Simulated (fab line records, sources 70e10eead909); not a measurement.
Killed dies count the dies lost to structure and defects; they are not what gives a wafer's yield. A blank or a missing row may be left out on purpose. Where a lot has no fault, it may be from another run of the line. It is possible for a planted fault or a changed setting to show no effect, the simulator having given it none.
Code-filled problem report in 8D (eight disciplines) form | flow nand_harc | the parts of the form that need people (team, actions taken, sign-off) are left out

## 1. PROBLEM STATEMENT
Mean of run_length_s at NHARC_A_CONTACT_ETCH_48: 90.5 s across 2 wafers in 2 lots; on wafers with no fault it is 86.3 s (standard deviation 0.34). Measured from the usual mean, that is +12 standard deviations.
The step: etches the open film in CF4, target depth 39 nm, time 65 s.
The first sign was on wafer L546.1 at day 29 15:43, on rie_diel-11. At this step, 36 wafers from 12 lots have a number in the record. The rule behind "out" and "out of limits": a value lying over 4 standard deviations away from the usual mean. Any other wafer with a number is counted as sound.

## 2. WHAT THIS IS AND IS NOT
question                    | is                | is not
which readings at this step | run_length_s      | bias_w, drypump_motor_current_A, mfc_ar_sccm, oes_product_au, showerhead_plenum_p_Torr, throttle_valve_pct
which lots                  | L546, L547        | L528, L529, L531, L532, L534, L535, L536, L537, L538, L539
which wafers of those lots  | L546.1, L547.3    | L546.3, L546.4, L547.1, L547.6
read on which tools         | rie_diel-11       | rie_diel-01, rie_diel-04
when                        | from day 29 15:43 | up to then (32 sound wafers); but 2 sound wafers of L547 came after

## 3. SUSPECTS, AND WHAT RULES EACH OUT
Counting: if a tool at a process step up to the reading ran every lot that is out, it stays a suspect. Sound lots after the first of them don't rule it out here, since some wafers of a struck lot are sound.
- rie_diel-11 at NHARC_A_CONTACT_ETCH_48 (etches the open film in CF4, target depth 39 nm, time 65 s): kept. It ran every lot that is out, first L546 (day 29 15:43); its last sound lot up to then is L537 (day 25 23:35). Its own readings are out on those wafers: run_length_s.
- rie_diel-11, NHARC_A_CONTACT_ETCH_48: wafers that are out in chamber 1, sound lot-mates in chambers 0, 2, 3.
Remaining after the count: rie_diel-11 at NHARC_A_CONTACT_ETCH_48.

## 4. THE CAUSE (what the simulator had put in)
rie_diel-11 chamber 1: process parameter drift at NHARC_A_CONTACT_ETCH_48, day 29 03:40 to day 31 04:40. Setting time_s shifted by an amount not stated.
After counting, this tool was the only one left.

## 5. THE EFFECT CHAIN, in route order
One row per reading whose mean, taken over the struck wafers that have a number, lies over 3 standard deviations from the usual. Readings are gone through only where the record gives a usual standard deviation; hours: the median, over the lots, of the time from a lot's start at the first step in this table giving one to that lot's start at this step; sigmas: the change measured in usual standard deviations.
hours | step                    | reading      | usual  | on struck wafers | change | sigmas
0     | NHARC_A_CONTACT_ETCH_48 | run_length_s | 86.3 s | 90.5             | +4.2   | +12
Its process steps:
- NHARC_A_CONTACT_ETCH_48: etches the open film in CF4, target depth 39 nm, time 65 s.

## 6. WHAT WOULD HAVE CAUGHT IT SOONER
12 hours passed between the start of the fault at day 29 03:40 and the first reading out of limits in this record, taken at day 29 15:43.
